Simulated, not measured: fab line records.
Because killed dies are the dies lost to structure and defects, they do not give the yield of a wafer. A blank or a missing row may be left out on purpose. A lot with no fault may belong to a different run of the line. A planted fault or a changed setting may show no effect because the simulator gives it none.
Matching of chambers | flow n5Finfet | N5_BEOL_M0_TRENCH_ETCH_107 on rieDiel-03 has 4 sister chambers
The step etches SiOC in C4F6/O2, target depth 32.8 nm, time 16.4 s. 7 wafers are shown with their chamber, then 8 later ones without.

== WAFERS PAIRED WITH THEIR CHAMBERS ==
wafer  | chamber | throttleValvePct (%) | showerheadPlenumPTorr (Torr)
L082.4 | 3       | 21.21                | 2.82
L083.5 | 2       | 20.74                | 2.71
L083.6 | 3       | 21.20                | 2.82
L090.3 | 1       | 20.80                | 2.93
L090.5 | 2       | 20.76                | 2.70
L090.6 | 0       | 20.30                | 2.79
L093.2 | 1       | 20.81                | 2.92

== WAFERS WITH NO CHAMBER GIVEN ==
wafer  | throttleValvePct (%) | showerheadPlenumPTorr (Torr)
L093.3 | 20.76                | 2.70
L093.4 | 20.83                | 2.93
L094.1 | 20.33                | 2.79
L094.4 | 20.79                | 2.70
L094.5 | 20.86                | 2.82
L096.1 | 20.34                | 2.78
L096.5 | 20.82                | 2.92
L096.6 | 20.79                | 2.69

== THE CHAMBER EACH PASSED THROUGH ==
wafer  | from the rows above | in truth
L093.3 | 2                   | 2
L093.4 | 1                   | 1
L094.1 | 0                   | 0
L094.4 | 2                   | 2
L094.5 | 1                   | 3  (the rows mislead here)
L096.1 | 0                   | 0
L096.5 | 1                   | 1
L096.6 | 2                   | 2
Placed correctly: 7 of 8. From these rows, 0 cannot be placed. Wrongly placed: 1.
How it was worked out, from the rows above alone: a wafer's distance from a chamber is the root of the sum, over the readings, of the square of ((its reading less the chamber's mean) divided by the reading's scatter). If the next closest chamber is less than 2 further off than the closest, the wafer can't be placed; otherwise it belongs to the closest. The mean given for a chamber averages the wafers shown for that chamber. How the scatter is found: for the shown wafers, subtract from each reading the mean of its chamber, square and add these, divide the total by (wafers less chambers), then take the root.
